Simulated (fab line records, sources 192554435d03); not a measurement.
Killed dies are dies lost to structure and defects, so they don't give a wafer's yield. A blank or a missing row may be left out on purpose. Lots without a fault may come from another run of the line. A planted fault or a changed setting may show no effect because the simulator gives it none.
Chamber matching | flow n5_finfet | N5_BEOL_M11_ALD_74 on ald_metal-02: 4 sister chambers
The step deposits TaN, target thk 2 nm, pulse time 2 s, purge time 3 s. 18 wafers are shown with their chamber, then 9 later ones without.

WAFERS WITH THEIR CHAMBER
wafer  | chamber | heater_power_w (W) | precursor_vessel_temp_c (C)
L078.2 | 0       | 404                | 74.91
L078.4 | 2       | 392                | 75.33
L078.6 | 2       | 382                | 75.10
L080.1 | 3       | 393                | 75.02
L080.3 | 1       | 370                | 74.90
L080.5 | 2       | 370                | 74.98
L079.2 | 3       | 397                | 75.20
L079.3 | 0       | 406                | 75.30
L079.5 | 1       | 372                | 75.02
L086.1 | 2       | 377                | 74.94
L086.3 | 3       | 412                | 74.98
L086.5 | 1       | 389                | 75.00
L092.3 | 1       | 378                | 75.13
L092.5 | 2       | 378                | 74.98
L092.6 | 1       | 380                | 75.04
L093.2 | 2       | 376                | 74.92
L093.3 | 3       | 396                | 75.02
L093.4 | 0       | 395                | 75.11

SIGNATURES (means of the wafers above)
reading                 | chamber 0 | chamber 1 | chamber 2 | chamber 3 | scatter within a chamber
heater_power_w          | 401.67    | 377.80    | 379.17    | 399.50    | 7.48
precursor_vessel_temp_c | 75.1067   | 75.0180   | 75.0417   | 75.0550   | 0.134
Rule: a wafer's distance from a chamber is the root of the sum, over the readings, of the square of ((its reading less the chamber's mean) divided by the reading's scatter). The wafer belongs to the nearest chamber; if the next one is less than 2 further off, it can't be placed. The scatter: the root of (the sum of the squares of (reading less its chamber's mean) over the shown wafers, divided by (wafers less chambers)).

WAFERS WITHOUT THEIR CHAMBER
wafer  | heater_power_w (W) | precursor_vessel_temp_c (C)
L095.2 | 371                | 74.92
L095.5 | 402                | 74.97
L095.6 | 380                | 74.91
L094.3 | 401                | 75.00
L094.5 | 402                | 74.84
L094.6 | 372                | 75.21
L097.3 | 372                | 75.31
L097.4 | 386                | 75.04
L097.5 | 403                | 74.94

WHICH CHAMBER EACH WENT THROUGH
wafer  | from the rows above               | in truth
L095.2 | can't be placed: 1 or 2           | 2
L095.5 | can't be placed: 3 or 0           | 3
L095.6 | can't be placed: 1 or 2 or 3      | 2
L094.3 | can't be placed: 3 or 0           | 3
L094.5 | can't be placed: 3 or 0 or 2 or 1 | 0
L094.6 | can't be placed: 2 or 1           | 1
L097.3 | can't be placed: 2 or 1 or 3      | 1
L097.4 | can't be placed: 2 or 1 or 3 or 0 | 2
L097.5 | can't be placed: 3 or 0           | 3
Placed correctly: 0 of 9. Can't be placed from these rows: 9 (the true chamber is among the candidates in 9). Placed wrongly: 0.
